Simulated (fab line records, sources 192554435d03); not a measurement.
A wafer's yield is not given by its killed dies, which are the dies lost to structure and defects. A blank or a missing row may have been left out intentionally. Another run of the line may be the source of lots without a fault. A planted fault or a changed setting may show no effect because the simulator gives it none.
fab line records	flow n5-finfet
record lots=24	wafers=72	last-day=17
route steps=1938 shown BEOL_M6@1249 BEOL_M7@1266 BEOL_M8@1332
lots untouched by any fault: they come from a run of this same line in which no faults occurred
start-h: start of the lot's first displayed wafer, in hours after the record's first day	wait-h: hours from the lot's prior step to this one	" repeats the value in the row above	L1.1+2: one row covering several wafers at once	- no value, or no start was given	* or withheld: withheld	< > ~ a bound
route shown NAME@n: names a module that has steps shown in the file, with the first one's number in the route	usual: mean/standard deviation taken from wafers without a fault	same: alike in all rows	chamber/n: place in a boat	sites: the reading at each site	_std_site: standard deviation across them	_edge_site: the outer-site mean with the inner-site mean subtracted	radius-mm: for every site, how far away it sits from the centre of the wafer	mask NAME#n: copy n	behind: the most recent tool/chamber to have shaped the wafer	hold: what put the lot on hold/how long, in hours/how the hold closed	device: whichever transistor did not switch (one of n, p or np)	end of line: the route-end tests of the same wafers	where a step has no rows: the recipe by itself	killed: dies that structure and defects cost at the first sort, which is not the same as the wafer's yield	map: dies across one wafer; x = killed, . = not, _ = none there
set.NAME: the setting that was run; set.NAME@STEP: the one run at that earlier step	model.NAME: the simulator's own value behind a step, which no gauge read
one table for each step of the route and one row for each wafer, over a sample of lots
services: the hour from which a tool's chamber was out of use, counted from the record's first day as start-h (under 0 if before that day), plus the number of hours and why
## steps
# step N5_BEOL_M6_DEGAS_44
# recipe ambient=vacuum	temp-c=250	time-s=60
# usual heater-power-w=327/32
lot.wafer	tool	chamber	start-h	wait-h	heater-power-w
L075.2	pvd-sputter-02	-	194.32	0.5	294
L075.5	"	-	"	"	294
L075.6	"	-	"	"	369
L074.1	pvd-sputter-01	-	196.99	0.8	335
L074.2	"	-	"	"	310
L074.3	"	-	"	"	339
L077.3	pvd-sputter-02	-	197.00	0.6	324
L077.5	"	-	"	"	321
L077.6	"	-	"	"	298
L076.3	pvd-sputter-01	-	197.23	0.2	333
L076.4	"	-	"	"	301
L076.5	"	-	"	"	341
L080.2	pvd-sputter-01	-	221.58	0.2	334
L080.4	"	-	"	"	303
L080.6	"	-	"	"	340
L078.2	pvd-sputter-01	-	222.26	0.6	338
L078.3	"	-	"	"	327
L078.4	"	-	"	"	309
L079.1	pvd-sputter-01	-	222.34	0.6	340
L079.3	"	-	"	"	325
L079.4	"	-	"	"	307
L081.2	pvd-sputter-02	-	231.62	0.6	370
L081.5	"	-	"	"	324
L081.6	"	-	"	"	292
L082.1	pvd-sputter-03	-	241.79	0.5	316
L082.4	"	-	"	"	306
L082.5	"	-	"	"	310
L083.1	pvd-sputter-03	-	248.03	2.4	306
L083.4	"	-	"	"	313
L083.6	"	-	"	"	323
L084.1	pvd-sputter-03	-	255.64	0.8	314
L084.3	"	-	"	"	315
L084.4	"	-	"	"	309
L086.1	pvd-sputter-02	-	256.31	0.5	291
L086.2	"	-	"	"	295
L086.4	"	-	"	"	327
L085.3	pvd-sputter-01	-	263.89	0.5	323
L085.5	"	-	"	"	302
L085.6	"	-	"	"	346
L087.1	pvd-sputter-02	-	276.14	0.6	293
L087.3	"	-	"	"	378
L087.6	"	-	"	"	296
L088.1	pvd-sputter-03	-	281.96	1.0	300
L088.2	"	-	"	"	409
L088.4	"	-	"	"	316
L090.3	pvd-sputter-02	-	285.13	1.0	321
L090.4	"	-	"	"	292
L090.6	"	-	"	"	298
L092.2	pvd-sputter-01	-	291.73	0.5	310
L092.3	"	-	"	"	341
L092.4	"	-	"	"	325
L089.1	pvd-sputter-03	-	298.93	0.8	320
L089.2	"	-	"	"	404
L089.4	"	-	"	"	316
L091.2	pvd-sputter-03	-	300.25	0.4	313
L091.3	"	-	"	"	418
L091.5	"	-	"	"	325
L093.4	pvd-sputter-02	-	306.76	0.3	361
L093.5	"	-	"	"	325
L093.6	"	-	"	"	283
L095.3	pvd-sputter-01	-	316.03	0.3	339
L095.4	"	-	"	"	335
L095.5	"	-	"	"	335
L094.1	pvd-sputter-02	-	317.69	0.3	320
L094.3	"	-	"	"	300
L094.5	"	-	"	"	357
L096.3	pvd-sputter-03	-	325.09	0.3	411
L096.5	"	-	"	"	309
L096.6	"	-	"	"	316
L097.1	pvd-sputter-02	-	336.58	1.0	303
L097.3	"	-	"	"	295
L097.5	"	-	"	"	321
# step N5_BEOL_M6_ALD_77
# recipe material=TaN	target-thk-a=20	temp-c=275	ald-precursor-family=PDMAT	ald-co-reactant=NH3	pressure-torr=3	carrier-flow-sccm=1500	pulse-time-s=2	purge-time-s=3	co-reactant-purge-time-s=2	co-reactant-pulse-time-s=3	ald-cycles=40	precursor-vessel-temp-c=75	precursor-vessel-pressure-torr=26.25	precursor-vessel-carrier-sccm=1000
# usual heater-power-w=430/51
lot.wafer	tool	chamber	start-h	wait-h	heater-power-w
L075.2	ald-metal-01	1	194.42	0.0	349
L075.5	"	2	"	"	403
L075.6	"	1	"	"	352
L077.3	ald-metal-01	2	197.11	0.0	397
L077.5	"	3	"	"	379
L077.6	"	0	"	"	454
L074.1	ald-metal-04	0	197.12	0.1	369
L074.2	"	3	"	"	427
L074.3	"	1	"	"	468
L076.3	ald-metal-01	1	197.37	0.1	361
L076.4	"	3	"	"	378
L076.5	"	3	"	"	399
L080.2	ald-metal-01	0	221.90	0.3	440
L080.4	"	1	"	"	361
L080.6	"	2	"	"	409
L078.2	ald-metal-03	0	222.36	0.0	539
L078.3	"	1	"	"	432
L078.4	"	2	"	"	391
L079.1	ald-metal-01	0	222.67	0.3	447
L079.3	"	2	"	"	403
L079.4	"	1	"	"	365
L081.2	ald-metal-04	3	231.73	0.1	437
L081.5	"	1	"	"	471
L081.6	"	0	"	"	370
L082.1	ald-metal-04	3	241.91	0.1	424
L082.4	"	0	"	"	381
L082.5	"	1	"	"	469
L083.1	ald-metal-03	0	248.13	0.0	536
L083.4	"	3	"	"	468
L083.6	"	0	"	"	538
L084.1	ald-metal-01	3	255.84	0.1	387
L084.3	"	0	"	"	459
L084.4	"	1	"	"	357
L086.1	ald-metal-03	0	256.44	0.1	526
L086.2	"	1	"	"	439
L086.4	"	2	"	"	384
L085.3	ald-metal-03	0	264.01	0.1	534
L085.5	"	0	"	"	526
L085.6	"	1	"	"	426
L087.1	ald-metal-01	1	276.24	0.0	361
L087.3	"	2	"	"	404
L087.6	"	1	"	"	368
L088.1	ald-metal-03	1	282.07	0.0	447
L088.2	"	2	"	"	383
L088.4	"	3	"	"	464
L090.3	ald-metal-03	0	285.25	0.1	530
L090.4	"	1	"	"	432
L090.6	"	3	"	"	464
L092.2	ald-metal-01	1	291.83	0.0	350
L092.3	"	2	"	"	402
L092.4	"	3	"	"	386
L089.1	ald-metal-04	0	299.03	0.0	377
L089.2	"	1	"	"	474
L089.4	"	2	"	"	511
L091.2	ald-metal-01	1	300.36	0.0	367
L091.3	"	0	"	"	450
L091.5	"	0	"	"	457
L093.4	ald-metal-04	3	307.09	0.3	431
L093.5	"	1	"	"	480
L093.6	"	0	"	"	369
L095.3	ald-metal-03	1	316.14	0.0	428
L095.4	"	2	"	"	399
L095.5	"	1	"	"	443
L094.1	ald-metal-04	2	317.79	0.0	498
L094.3	"	1	"	"	465
L094.5	"	3	"	"	443
L096.3	ald-metal-03	1	325.19	0.0	428
L096.5	"	2	"	"	390
L096.6	"	3	"	"	460
L097.1	ald-metal-03	1	336.68	0.0	436
L097.3	"	0	"	"	534
L097.5	"	0	"	"	523
# step N5_BEOL_M6_CMP_52
# recipe stop-on=SiCOH_lowk	t-overpolish-s=6.9	down-force-psi=1	platen-rpm=50	clearing-platen-down-force-psi=1.5	clearing-platen-rpm=50	post-cmp-clean=cu-alkaline	target-thk-nm=80	clearing-platen-pad-velocity-m-s=0.99484	pad-velocity-m-s=0.99484
# usual barrier-field-endpoint-s=28.8/0.52	motor-current-A=5.8/0.59	overpolish-run-s=6.899/0.009	platen-rpm=50.001/0.029	slurry-filter-dp-kPa=13.51/0.14	time-to-endpoint-s=61.4/2.5
lot.wafer	tool	chamber	start-h	wait-h	barrier-field-endpoint-s	motor-current-A	overpolish-run-s	platen-rpm	slurry-filter-dp-kPa	time-to-endpoint-s
L075.2	cmp-02	1	197.54	0.2	28.7	6.2	6.904	50.006	13.51	60.3
L075.5	"	0	"	"	29.0	6.2	6.901	49.992	13.48	58.8
L075.6	"	1	"	"	28.7	6.0	6.895	50.023	13.52	59.7
L077.3	cmp-01	0	199.08	0.2	28.4	4.6	6.891	49.970	13.45	60.3
L077.6	"	3	"	"	28.7	5.3	6.902	50.001	13.38	60.7
L077.5	"	0	"	"	29.3	4.8	6.910	50.010	13.39	59.7
L074.1	cmp-04	3	199.30	0.3	28.6	6.7	6.899	49.990	13.56	63.8
L074.3	"	0	"	"	29.5	5.5	6.891	50.009	13.63	62.0
L074.2	"	2	"	"	28.4	5.9	6.907	50.010	13.63	55.0
L076.4	cmp-01	0	200.29	0.2	28.4	4.9	6.904	49.963	13.50	59.8
L076.3	"	2	"	"	29.3	6.4	6.918	50.001	13.32	62.7
L076.5	"	0	"	"	28.3	4.7	6.887	49.991	13.39	59.2
L080.4	cmp-04	1	223.65	0.2	28.6	5.7	6.905	50.000	13.37	62.6
L080.2	"	2	"	"	27.5	6.6	6.894	50.043	13.24	58.1
L080.6	"	0	"	"	28.6	5.7	6.898	49.923	13.50	61.4
L078.3	cmp-01	1	223.89	0.2	27.8	6.6	6.895	50.027	13.37	60.1
L078.4	"	2	"	"	28.2	6.1	6.906	50.012	13.63	57.8
L078.2	"	3	"	"	28.7	5.3	6.889	49.999	13.64	58.2
L079.3	cmp-04	0	223.91	0.2	29.2	5.9	6.925	50.012	13.50	65.7
L079.1	"	2	"	"	28.5	5.8	6.883	49.998	13.66	57.8
L079.4	"	3	"	"	29.5	6.5	6.885	50.012	13.59	62.6
L081.2	cmp-01	3	233.24	0.3	28.6	5.4	6.904	49.965	13.48	61.9
L081.6	"	1	"	"	28.9	6.4	6.902	49.993	13.65	60.4
L081.5	"	2	"	"	29.6	6.5	6.905	49.995	13.41	60.8
L082.1	cmp-01	1	243.27	0.3	29.0	6.3	6.908	50.020	13.82	61.3
L082.4	"	2	"	"	28.7	6.2	6.913	49.970	13.54	60.6
L082.5	"	2	"	"	29.1	6.0	6.895	49.991	13.58	60.8
L083.1	cmp-01	0	249.45	0.3	28.8	5.0	6.895	50.023	13.42	64.2
L083.4	"	1	"	"	29.5	6.3	6.901	49.985	13.36	65.5
L083.6	"	0	"	"	29.5	4.9	6.886	50.047	13.50	62.8
L084.3	cmp-02	0	256.97	0.2	28.1	6.3	6.895	49.995	13.24	59.1
L084.4	"	1	"	"	29.6	5.9	6.893	49.976	13.29	64.2
L084.1	"	3	"	"	28.6	5.1	6.905	50.026	13.50	64.3
L086.2	cmp-04	3	257.99	0.2	28.7	6.3	6.894	49.990	13.64	63.0
L086.1	"	1	"	"	29.4	6.0	6.896	50.005	13.31	65.7
L086.4	"	2	"	"	28.5	6.1	6.887	49.974	13.61	56.6
L085.3	cmp-01	3	265.14	0.2	29.4	5.4	6.877	50.100	13.22	64.2
L085.5	"	2	"	"	29.2	6.2	6.898	49.977	13.36	62.2
L085.6	"	3	"	"	28.8	5.3	6.905	49.987	13.58	61.4
L087.1	cmp-02	3	277.35	0.3	28.8	5.3	6.910	50.033	13.51	61.6
L087.3	"	0	"	"	28.6	6.3	6.903	50.020	13.49	61.6
L087.6	"	0	"	"	28.2	6.2	6.916	49.974	13.55	60.7
L088.4	cmp-01	0	283.33	0.1	29.2	4.7	6.907	50.001	13.56	61.4
L088.1	"	2	"	"	28.4	6.4	6.918	50.009	13.31	61.2
L088.2	"	3	"	"	28.2	5.5	6.898	50.000	13.56	60.8
L090.4	cmp-04	3	286.35	0.1	28.8	6.8	6.921	50.024	13.31	66.8
L090.3	"	1	"	"	29.2	6.0	6.910	50.023	13.35	66.6
L090.6	"	0	"	"	28.7	6.1	6.906	49.998	13.46	62.9
L092.4	cmp-01	1	292.88	0.1	29.1	6.3	6.911	49.995	13.43	59.0
L092.2	"	2	"	"	28.4	5.9	6.910	49.980	13.23	58.9
L092.3	"	0	"	"	28.8	4.9	6.902	49.985	13.52	57.8
L089.2	cmp-02	0	300.08	0.2	28.8	6.1	6.888	50.011	13.54	59.7
L089.4	"	1	"	"	29.3	5.9	6.899	49.963	13.56	70.3
L089.1	"	3	"	"	28.7	5.3	6.888	49.910	13.48	65.6
L091.2	cmp-01	3	301.68	0.2	28.4	5.2	6.890	50.070	13.56	59.7
L091.3	"	1	"	"	29.6	6.4	6.900	49.961	13.59	62.7
L091.5	"	3	"	"	28.4	5.3	6.895	50.032	13.48	60.8
L093.4	cmp-04	3	308.64	0.2	29.4	6.1	6.912	50.058	13.52	62.5
L093.5	"	2	"	"	28.3	6.2	6.902	49.981	13.62	55.9
L093.6	"	3	"	"	29.2	6.5	6.897	50.002	13.58	64.3
L095.4	cmp-01	3	318.29	0.1	28.9	5.4	6.891	49.989	13.53	59.2
L095.3	"	1	"	"	28.4	6.2	6.899	49.995	13.47	60.2
L095.5	"	3	"	"	28.1	5.1	6.887	50.008	13.29	59.7
L094.3	cmp-02	0	320.37	0.2	29.1	6.1	6.896	50.037	13.49	59.7
L094.1	"	1	"	"	28.6	6.2	6.907	49.972	13.65	61.1
L094.5	"	0	"	"	28.6	6.2	6.914	50.007	13.44	60.1
L096.3	cmp-01	0	326.84	0.3	28.0	4.8	6.904	49.988	13.51	58.4
L096.5	"	1	"	"	28.4	6.2	6.913	50.009	13.64	61.8
L096.6	"	2	"	"	28.1	6.1	6.898	50.049	13.51	59.0
L097.1	cmp-04	3	337.95	0.4	29.5	6.3	6.911	50.004	13.56	65.4
L097.3	"	1	"	"	29.2	6.3	6.905	49.970	13.56	62.0
L097.5	"	2	"	"	29.0	5.9	6.902	50.002	13.47	58.0
# step N5_BEOL_M6_DEP_56
# recipe material=SiCN	target-thk-a=100	temp-c=withheld	precursor=3MS/NH3	pressure-torr=3	rf-w=202	time-s=17.5
# usual showerhead-plenum-p-Torr=3.669/0.0096	throttle-valve-pct=9.0/0.55
lot.wafer	tool	chamber	start-h	wait-h	showerhead-plenum-p-Torr	throttle-valve-pct
L075.2	pecvd-03	2	197.86	0.0	3.687	8.7
L075.5	"	0	"	"	3.676	9.3
L075.6	"	2	"	"	3.690	8.6
L077.3	pecvd-04	2	199.40	0.0	3.675	8.6
L077.5	"	1	"	"	3.654	8.2
L077.6	"	2	"	"	3.658	8.7
L074.1	pecvd-03	1	199.66	0.0	3.679	9.4
L074.2	"	2	"	"	3.677	8.7
L074.3	"	0	"	"	3.675	9.3
L076.3	pecvd-03	1	200.60	0.0	3.677	9.5
L076.4	"	2	"	"	3.689	8.6
L076.5	"	1	"	"	3.682	9.5
L080.2	pecvd-03	0	223.94	0.0	3.681	9.7
L080.4	"	0	"	"	3.667	9.3
L080.6	"	0	"	"	3.661	9.3
L078.2	pecvd-04	1	224.21	0.0	3.661	8.2
L078.3	"	0	"	"	3.660	9.6
L078.4	"	2	"	"	3.664	8.7
L079.1	pecvd-02	0	224.27	0.0	3.670	9.4
L079.3	"	1	"	"	3.677	9.6
L079.4	"	2	"	"	3.667	7.7
L081.2	pecvd-04	1	233.53	0.0	3.652	8.5
L081.5	"	2	"	"	3.663	8.7
L081.6	"	0	"	"	3.647	9.6
L082.1	pecvd-03	2	243.63	0.0	3.681	8.2
L082.4	"	0	"	"	3.678	9.5
L082.5	"	1	"	"	3.675	9.2
L083.1	pecvd-04	2	249.77	0.0	3.669	8.8
L083.4	"	1	"	"	3.645	8.5
L083.6	"	2	"	"	3.666	8.9
L084.1	pecvd-03	0	257.33	0.0	3.662	9.4
L084.3	"	1	"	"	3.678	9.3
L084.4	"	0	"	"	3.669	9.3
L086.1	pecvd-02	0	258.35	0.0	3.682	9.6
L086.2	"	2	"	"	3.662	7.8
L086.4	"	0	"	"	3.672	9.3
L085.3	pecvd-04	0	265.46	0.0	3.660	9.8
L085.5	"	1	"	"	3.665	8.2
L085.6	"	2	"	"	3.668	9.0
L087.1	pecvd-04	0	277.71	0.0	3.663	10.0
L087.3	"	1	"	"	3.664	8.6
L087.6	"	1	"	"	3.658	8.4
L088.1	pecvd-03	2	283.69	0.0	3.681	8.5
L088.2	"	0	"	"	3.674	9.6
L088.4	"	1	"	"	3.673	9.3
L090.3	pecvd-03	1	286.71	0.0	3.672	9.4
L090.4	"	1	"	"	3.674	9.3
L090.6	"	2	"	"	3.688	8.4
L092.2	pecvd-04	0	293.24	0.0	3.663	9.7
L092.3	"	1	"	"	3.655	8.2
L092.4	"	1	"	"	3.658	8.4
L089.1	pecvd-04	1	300.44	0.0	3.661	8.1
L089.2	"	0	"	"	3.667	9.5
L089.4	"	0	"	"	3.665	9.5
L091.2	pecvd-04	1	302.04	0.0	3.659	8.4
L091.3	"	2	"	"	3.662	8.9
L091.5	"	1	"	"	3.654	8.5
L093.4	pecvd-04	1	308.97	0.0	3.662	8.4
L093.5	"	0	"	"	3.659	9.6
L093.6	"	2	"	"	3.675	8.7
L095.3	pecvd-02	2	318.65	0.0	3.653	8.0
L095.4	"	0	"	"	3.664	9.3
L095.5	"	1	"	"	3.670	9.0
L094.1	pecvd-03	0	320.69	0.0	3.679	9.7
L094.3	"	1	"	"	3.683	9.4
L094.5	"	1	"	"	3.669	9.3
L096.3	pecvd-02	1	327.08	0.0	3.677	9.2
L096.5	"	2	"	"	3.661	8.2
L096.6	"	1	"	"	3.681	9.6
L097.1	pecvd-04	1	338.27	0.0	3.658	8.5
L097.3	"	2	"	"	3.669	8.8
L097.5	"	0	"	"	3.659	9.7
# step N5_BEOL_M7_PECVD_70
# recipe material=SiO2	target-thk-a=200	temp-c=400	precursor=TEOS/O2	pressure-torr=5.5	rf-w=450	teos-flow-sccm=53.8	gas=O2	flow-sccm=3000	time-s=22.7
# usual heater-power-w=729/82	showerhead-plenum-p-Torr=8.76/0.061	throttle-valve-pct=22.2/1.2
lot.wafer	tool	chamber	start-h	wait-h	heater-power-w	showerhead-plenum-p-Torr	throttle-valve-pct
L075.2	pecvd-04	1	198.61	0.0	851	8.73	21.0
L075.5	"	0	"	"	630	8.76	23.8
L075.6	"	2	"	"	737	8.82	21.5
L077.3	pecvd-04	1	200.15	0.0	792	8.75	20.7
L077.5	"	1	"	"	814	8.74	20.8
L077.6	"	0	"	"	634	8.75	24.0
L074.1	pecvd-02	1	200.63	0.0	747	8.81	23.3
L074.2	"	0	"	"	692	8.82	23.1
L074.3	"	2	"	"	612	8.77	19.5
L076.3	pecvd-01	2	201.35	0.0	560	8.75	21.4
L076.4	"	0	"	"	829	8.63	22.4
L076.5	"	1	"	"	653	8.72	22.6
L080.2	pecvd-02	1	224.71	0.0	792	8.85	23.2
L080.4	"	2	"	"	634	8.78	19.7
L080.6	"	0	"	"	865	8.83	22.9
L078.2	pecvd-01	1	224.96	0.0	739	8.72	22.4
L078.3	"	2	"	"	690	8.77	21.8
L078.4	"	1	"	"	741	8.71	22.5
L079.1	pecvd-01	0	225.13	0.0	733	8.61	22.4
L079.3	"	1	"	"	719	8.72	22.5
L079.4	"	0	"	"	723	8.65	22.5
L081.2	pecvd-01	0	234.27	0.0	761	8.64	22.6
L081.5	"	1	"	"	665	8.71	22.2
L081.6	"	0	"	"	753	8.65	22.6
L082.1	pecvd-02	0	244.40	0.0	684	8.82	23.3
L082.4	"	0	"	"	704	8.81	23.3
L082.5	"	0	"	"	685	8.81	23.3
L083.1	pecvd-01	2	250.52	0.0	668	8.75	21.3
L083.4	"	0	"	"	781	8.62	22.6
L083.6	"	1	"	"	734	8.68	22.2
L084.1	pecvd-02	1	258.09	0.0	794	8.86	23.2
L084.3	"	2	"	"	630	8.74	19.4
L084.4	"	0	"	"	790	8.84	23.2
L086.1	pecvd-02	2	259.10	0.0	563	8.74	19.7
L086.2	"	1	"	"	847	8.85	23.1
L086.4	"	0	"	"	709	8.83	23.2
L085.3	pecvd-02	2	266.21	0.0	660	8.75	19.8
L085.5	"	2	"	"	644	8.74	19.7
L085.6	"	0	"	"	743	8.83	23.2
L087.1	pecvd-04	0	278.45	0.0	660	8.77	23.7
L087.3	"	2	"	"	845	8.80	21.7
L087.6	"	1	"	"	819	8.77	20.7
L088.1	pecvd-01	1	284.43	0.0	715	8.70	22.4
L088.2	"	2	"	"	660	8.77	21.6
L088.4	"	0	"	"	799	8.63	22.4
L090.3	pecvd-04	2	287.46	0.0	717	8.79	21.7
L090.4	"	1	"	"	820	8.74	21.0
L090.6	"	2	"	"	742	8.79	22.0
L092.2	pecvd-02	2	293.99	0.0	669	8.76	19.8
L092.3	"	1	"	"	870	8.85	23.2
L092.4	"	1	"	"	816	8.82	22.9
L089.1	pecvd-01	1	301.18	0.0	659	8.70	22.3
L089.2	"	0	"	"	840	8.63	22.5
L089.4	"	1	"	"	657	8.73	22.5
L091.2	pecvd-04	0	302.80	0.0	669	8.75	23.8
L091.3	"	2	"	"	836	8.79	21.9
L091.5	"	2	"	"	835	8.80	22.0
L093.4	pecvd-04	2	309.72	0.1	809	8.77	21.8
L093.5	"	0	"	"	587	8.75	23.8
L093.6	"	1	"	"	713	8.75	20.9
L095.3	pecvd-02	2	319.39	0.0	652	8.76	20.1
L095.4	"	2	"	"	618	8.77	20.0
L095.5	"	0	"	"	819	8.84	23.6
L094.1	pecvd-04	0	321.43	0.0	670	8.76	24.0
L094.3	"	1	"	"	803	8.75	20.8
L094.5	"	1	"	"	801	8.72	20.9
L096.3	pecvd-01	1	327.83	0.0	665	8.73	22.3
L096.5	"	2	"	"	546	8.75	21.5
L096.6	"	1	"	"	636	8.72	22.5
L097.1	pecvd-02	2	339.02	0.0	634	8.78	19.9
L097.3	"	1	"	"	813	8.83	23.3
L097.5	"	1	"	"	839	8.83	23.1
# step N5_BEOL_M8_ILD_DEP_00
# recipe material=SiCOH_lowk	target-thk-a=1797.5	temp-c=300	precursor=DEMS/porogen	pressure-torr=5	rf-w=500	time-s=33.4
# usual heater-power-w=300/49	showerhead-plenum-p-Torr=5.736/0.016	throttle-valve-pct=13.8/0.67
lot.wafer	tool	chamber	start-h	wait-h	heater-power-w	showerhead-plenum-p-Torr	throttle-valve-pct
L075.2	pecvd-04	0	204.56	0.0	263	5.735	15.0
L075.5	"	0	"	"	276	5.726	14.9
L075.6	"	2	"	"	372	5.756	13.2
L077.3	pecvd-03	1	205.53	0.1	219	5.759	14.4
L077.5	"	1	"	"	224	5.764	14.4
L077.6	"	0	"	"	223	5.742	14.3
L074.1	pecvd-04	1	206.77	0.0	372	5.729	13.0
L074.2	"	0	"	"	241	5.723	14.6
L074.3	"	2	"	"	381	5.752	13.3
L076.3	pecvd-03	1	207.94	0.1	286	5.745	14.4
L076.4	"	0	"	"	244	5.747	14.4
L076.5	"	1	"	"	285	5.761	14.3
L080.2	pecvd-01	0	233.54	0.0	307	5.686	14.1
L080.4	"	1	"	"	287	5.727	14.2
L080.6	"	2	"	"	249	5.737	13.2
L079.1	pecvd-03	1	233.81	0.0	232	5.752	14.3
L079.3	"	1	"	"	238	5.755	14.3
L079.4	"	0	"	"	248	5.762	14.4
L078.2	pecvd-01	1	233.96	0.0	293	5.723	13.9
L078.3	"	2	"	"	290	5.739	13.3
L078.4	"	0	"	"	360	5.706	13.8
L081.2	pecvd-04	2	241.19	0.0	383	5.740	13.4
L081.5	"	1	"	"	376	5.727	13.1
L081.6	"	0	"	"	287	5.723	14.7
L082.1	pecvd-01	0	251.94	0.0	374	5.714	14.0
L082.4	"	0	"	"	369	5.708	14.0
L082.5	"	1	"	"	260	5.722	13.8
L083.1	pecvd-01	1	257.40	0.0	296	5.730	13.9
L083.4	"	1	"	"	300	5.716	13.8
L083.6	"	0	"	"	346	5.711	14.1
L084.1	pecvd-04	1	264.35	0.0	332	5.728	12.8
L084.3	"	0	"	"	296	5.729	14.7
L084.4	"	0	"	"	291	5.716	14.8
L086.1	pecvd-03	1	265.43	0.0	222	5.754	14.1
L086.2	"	0	"	"	283	5.754	14.2
L086.4	"	1	"	"	233	5.747	14.4
L085.3	pecvd-04	2	272.44	0.0	360	5.752	13.3
L085.5	"	0	"	"	234	5.737	14.9
L085.6	"	1	"	"	331	5.734	12.8
L087.1	pecvd-03	1	284.17	0.0	232	5.748	14.2
L087.3	"	2	"	"	276	5.745	12.8
L087.6	"	1	"	"	245	5.745	14.2
L088.1	pecvd-04	0	293.60	0.0	282	5.724	14.6
L088.2	"	2	"	"	383	5.732	13.6
L088.4	"	2	"	"	393	5.749	13.6
L090.3	pecvd-04	0	295.67	0.0	305	5.742	14.6
L090.4	"	2	"	"	387	5.746	13.8
L090.6	"	1	"	"	344	5.732	12.9
L092.2	pecvd-03	0	300.84	0.0	268	5.747	14.4
L092.3	"	1	"	"	257	5.758	14.1
L092.4	"	1	"	"	265	5.741	14.4
L089.1	pecvd-03	2	308.84	0.0	271	5.743	12.6
L089.2	"	1	"	"	288	5.750	14.3
L089.4	"	0	"	"	225	5.741	14.6
L091.2	pecvd-03	2	311.19	0.0	290	5.760	12.6
L091.3	"	1	"	"	228	5.749	14.5
L091.5	"	2	"	"	294	5.751	12.5
L093.4	pecvd-04	2	317.71	0.1	396	5.735	13.5
L093.5	"	1	"	"	337	5.744	12.9
L093.6	"	0	"	"	312	5.736	15.0
L095.3	pecvd-01	2	327.65	0.0	255	5.738	13.5
L095.4	"	1	"	"	254	5.733	13.8
L095.5	"	2	"	"	259	5.721	13.6
L094.1	pecvd-04	0	327.87	0.0	289	5.712	14.7
L094.3	"	2	"	"	344	5.727	13.4
L094.5	"	2	"	"	343	5.761	13.5
L096.3	pecvd-01	0	336.34	0.0	350	5.710	13.7
L096.5	"	1	"	"	278	5.721	13.9
L096.6	"	2	"	"	264	5.738	13.6
L097.1	pecvd-01	1	347.54	0.0	299	5.719	13.7
L097.3	"	2	"	"	235	5.709	13.3
L097.5	"	2	"	"	234	5.743	13.5
## services
tool	chamber	start-h	hours	kind
cmp-04	-	176.36	1.2	repair
cmp-01	-	180.66	6.0	pm
pecvd-03	-	181.69	5.5	pm
pecvd-02	-	191.46	0.7	repair
pvd-sputter-02	-	200.34	4.0	repair
pecvd-03	2	202.38	-	clean
pecvd-03	2	202.38	-	consumable-replace:showerhead
pecvd-02	-	206.66	0.6	repair
ald-metal-03	0	206.81	2.8	repair
cmp-04	-	210.91	1.6	repair
cmp-01	-	216.91	1.5	repair
pecvd-02	-	219.26	2.8	pm
cmp-02	-	219.64	0.7	repair
pecvd-02	2	232.76	12.9	repair
cmp-04	-	235.93	5.2	pm
cmp-01	-	243.50	4.0	pm
cmp-04	-	243.75	1.7	repair
cmp-02	-	247.50	5.6	pm
cmp-04	-	291.40	4.0	pm
cmp-01	-	295.19	3.3	repair
pvd-sputter-02	-	322.06	8.6	repair
ald-metal-03	-	337.25	14.0	pm
ald-metal-04	-	338.93	1.1	repair
cmp-02	-	339.40	4.0	pm
## key
fault none
